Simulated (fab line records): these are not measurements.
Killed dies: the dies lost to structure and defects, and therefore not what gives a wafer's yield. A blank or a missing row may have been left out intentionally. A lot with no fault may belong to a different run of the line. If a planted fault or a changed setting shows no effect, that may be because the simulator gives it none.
Tool commonality check || flow nandHarc || 10 lots, 30 wafers sampled

REASON IT WAS OPENED
Flagged at NHARC_P_M2_CD_MEAS_09: reading cdNm, on 2 of 10 lots. Fault-free wafers read 170.2 nm, with a standard deviation of 0.61.
Rule: a lot is flagged in two cases, either no wafer of it has a number, or all its wafers with numbers fall more than 4 standard deviations from that mean. As for the other lots, they are considered sound.

{"lot": "L720", "measured": "day 7 07:18", "on": "cdSem-01", "cdNm (nm), wafer by wafer": "170.4 169.8 171.2", "flag": ""}
{"lot": "L721", "measured": "day 7 19:20", "on": "cdSem-02", "cdNm (nm), wafer by wafer": "169.6 170.4 169.6", "flag": ""}
{"lot": "L722", "measured": "day 8 00:16", "on": "cdSem-02", "cdNm (nm), wafer by wafer": "170.7 171.0 169.7", "flag": ""}
{"lot": "L724", "measured": "day 8 20:11", "on": "cdSem-01", "cdNm (nm), wafer by wafer": "170.5 169.8 170.1", "flag": ""}
{"lot": "L725", "measured": "day 9 13:06", "on": "cdSem-02", "cdNm (nm), wafer by wafer": "171.5 169.5 170.0", "flag": ""}
{"lot": "L726", "measured": "day 9 19:37", "on": "cdSem-03", "cdNm (nm), wafer by wafer": "174.8 175.8 175.5", "flag": "FLAGGED"}
{"lot": "L728", "measured": "day 10 17:30", "on": "cdSem-02", "cdNm (nm), wafer by wafer": "174.4 175.5 174.0", "flag": "FLAGGED"}
{"lot": "L736", "measured": "day 14 00:30", "on": "cdSem-02", "cdNm (nm), wafer by wafer": "170.6 170.6 170.2", "flag": ""}
{"lot": "L738", "measured": "day 14 15:59", "on": "cdSem-02", "cdNm (nm), wafer by wafer": "170.6 170.4 171.3", "flag": ""}
{"lot": "L740", "measured": "day 16 00:43", "on": "cdSem-02", "cdNm (nm), wafer by wafer": "169.4 169.1 169.3", "flag": ""}
The numbers of the flagged lots are 175.0 nm on average: +4.8 nm against the usual, or +8 standard deviations.

WHICH TOOL RAN EACH LOT
3 process steps preceding the reading are held in the record, out of 1302 steps in the route. Each cell gives the tool, then ch followed by the chambers the sampled wafers passed through, then the start.
{"lot": "L720", "flag": "", "NHARC_P_M1_ETCH_28": "rieDiel-01 ch 0,1, day 7 06:08 or earlier", "NHARC_P_M1_PRE_CLEAN_32": "pecvd-01 ch 0,2, day 7 06:08", "NHARC_P_M2_PEB_07": "lithoTrack-04 ch 0, day 7 07:13"}
{"lot": "L721", "flag": "", "NHARC_P_M1_ETCH_28": "rieDiel-01 ch 0,1,2, day 7 18:02 or earlier", "NHARC_P_M1_PRE_CLEAN_32": "pecvd-01 ch 0,2, day 7 18:02", "NHARC_P_M2_PEB_07": "lithoTrack-06 ch 0, day 7 19:16"}
{"lot": "L722", "flag": "", "NHARC_P_M1_ETCH_28": "rieDiel-01 ch 1,2, day 7 22:57 or earlier", "NHARC_P_M1_PRE_CLEAN_32": "pecvd-02 ch 0,1, day 7 22:57", "NHARC_P_M2_PEB_07": "lithoTrack-01 ch 0, day 8 00:11"}
{"lot": "L724", "flag": "", "NHARC_P_M1_ETCH_28": "rieDiel-01 ch 1,2,3, day 8 18:50 or earlier", "NHARC_P_M1_PRE_CLEAN_32": "pecvd-02 ch 0,1,2, day 8 18:50", "NHARC_P_M2_PEB_07": "lithoTrack-01 ch 0, day 8 20:06"}
{"lot": "L725", "flag": "", "NHARC_P_M1_ETCH_28": "rieDiel-01 ch 0,1,2, day 9 11:55 or earlier", "NHARC_P_M1_PRE_CLEAN_32": "pecvd-03 ch 0,1,2, day 9 11:55", "NHARC_P_M2_PEB_07": "lithoTrack-06 ch 0, day 9 13:01"}
{"lot": "L726", "flag": "FLAGGED", "NHARC_P_M1_ETCH_28": "rieDiel-06 ch 0,1,2, day 9 18:19 or earlier", "NHARC_P_M1_PRE_CLEAN_32": "pecvd-03 ch 0,1,2, day 9 18:19", "NHARC_P_M2_PEB_07": "lithoTrack-01 ch 0, day 9 19:32"}
{"lot": "L728", "flag": "FLAGGED", "NHARC_P_M1_ETCH_28": "rieDiel-01 ch 1,2, day 10 16:10 or earlier", "NHARC_P_M1_PRE_CLEAN_32": "pecvd-03 ch 0,2, day 10 16:10", "NHARC_P_M2_PEB_07": "lithoTrack-01 ch 0, day 10 17:25"}
{"lot": "L736", "flag": "", "NHARC_P_M1_ETCH_28": "rieDiel-01 ch 2,3, day 13 23:10 or earlier", "NHARC_P_M1_PRE_CLEAN_32": "pecvd-02 ch 0,2, day 13 23:10", "NHARC_P_M2_PEB_07": "lithoTrack-01 ch 0, day 14 00:25"}
{"lot": "L738", "flag": "", "NHARC_P_M1_ETCH_28": "rieDiel-06 ch 0,1,3, day 14 14:41 or earlier", "NHARC_P_M1_PRE_CLEAN_32": "pecvd-01 ch 0,1,2, day 14 14:41", "NHARC_P_M2_PEB_07": "lithoTrack-01 ch 0, day 14 15:54"}
{"lot": "L740", "flag": "", "NHARC_P_M1_ETCH_28": "rieDiel-06 ch 1,2,3, day 15 23:24 or earlier", "NHARC_P_M1_PRE_CLEAN_32": "pecvd-03 ch 0,1,2, day 15 23:24", "NHARC_P_M2_PEB_07": "lithoTrack-01 ch 0, day 16 00:38"}
What is done by these steps:
- NHARC_P_M1_ETCH_28: etches the open film in CF4/N2, target depth 30 nm, time 72.99 s.
- NHARC_P_M1_PRE_CLEAN_32: time 12 s.
- NHARC_P_M2_PEB_07: peb time 65 s.
- NHARC_P_M2_CD_MEAS_09: target cd 170 nm.

FLAGGED AGAINST TOTAL, ONE TOOL AT A TIME (gauges that did the reading follow at the end)
{"step": "NHARC_P_M1_ETCH_28", "tool": "rieDiel-01", "lots run": 7, "flagged": 1, "share of the flagged lots": "some", "sound lots run after its first flagged lot": "1 (L736)"}
{"step": "NHARC_P_M1_ETCH_28", "tool": "rieDiel-06", "lots run": 3, "flagged": 1, "share of the flagged lots": "some", "sound lots run after its first flagged lot": "2 (L738,L740)"}
{"step": "NHARC_P_M1_PRE_CLEAN_32", "tool": "pecvd-01", "lots run": 3, "flagged": 0, "share of the flagged lots": "none", "sound lots run after its first flagged lot": "-"}
{"step": "NHARC_P_M1_PRE_CLEAN_32", "tool": "pecvd-02", "lots run": 3, "flagged": 0, "share of the flagged lots": "none", "sound lots run after its first flagged lot": "-"}
{"step": "NHARC_P_M1_PRE_CLEAN_32", "tool": "pecvd-03", "lots run": 4, "flagged": 2, "share of the flagged lots": "all", "sound lots run after its first flagged lot": "1 (L740)"}
{"step": "NHARC_P_M2_PEB_07", "tool": "lithoTrack-01", "lots run": 7, "flagged": 2, "share of the flagged lots": "all", "sound lots run after its first flagged lot": "3 (L736,L738,L740)"}
{"step": "NHARC_P_M2_PEB_07", "tool": "lithoTrack-04", "lots run": 1, "flagged": 0, "share of the flagged lots": "none", "sound lots run after its first flagged lot": "-"}
{"step": "NHARC_P_M2_PEB_07", "tool": "lithoTrack-06", "lots run": 2, "flagged": 0, "share of the flagged lots": "none", "sound lots run after its first flagged lot": "-"}
{"step": "NHARC_P_M2_CD_MEAS_09", "tool": "cdSem-01", "lots run": 2, "flagged": 0, "share of the flagged lots": "none", "sound lots run after its first flagged lot": "-"}
{"step": "NHARC_P_M2_CD_MEAS_09", "tool": "cdSem-02", "lots run": 7, "flagged": 1, "share of the flagged lots": "some", "sound lots run after its first flagged lot": "3 (L736,L738,L740)"}
{"step": "NHARC_P_M2_CD_MEAS_09", "tool": "cdSem-03", "lots run": 1, "flagged": 1, "share of the flagged lots": "some", "sound lots run after its first flagged lot": 0}
With no start given for some of its lots, NHARC_P_M1_ETCH_28 uses the hours and lot order of NHARC_P_M1_PRE_CLEAN_32.

THE TABLE: WHAT IT ALLOWS
Table rows that saw every flagged lot: 2, namely pecvd-03 at NHARC_P_M1_PRE_CLEAN_32 and lithoTrack-01 at NHARC_P_M2_PEB_07.
- pecvd-03 at NHARC_P_M1_PRE_CLEAN_32: 2 of its 4 lots flagged. Lots that were sound ran on it after the first flagged one (L740); a persistent fault on the entire tool would not allow that.
- lithoTrack-01 at NHARC_P_M2_PEB_07: 2 of its 7 lots flagged. Lots that were sound ran on it after the first flagged one (L736, L738, L740); a persistent fault on the entire tool would not allow that. Its own readings (heaterPowerTotalW, plateTempC) fall more than 4 standard deviations out on all wafers of the flagged lots.
None of the table's rows ran every flagged lot and, after the first, no sound lot.

WHAT HAD BEEN PUT IN BY THE SIMULATOR
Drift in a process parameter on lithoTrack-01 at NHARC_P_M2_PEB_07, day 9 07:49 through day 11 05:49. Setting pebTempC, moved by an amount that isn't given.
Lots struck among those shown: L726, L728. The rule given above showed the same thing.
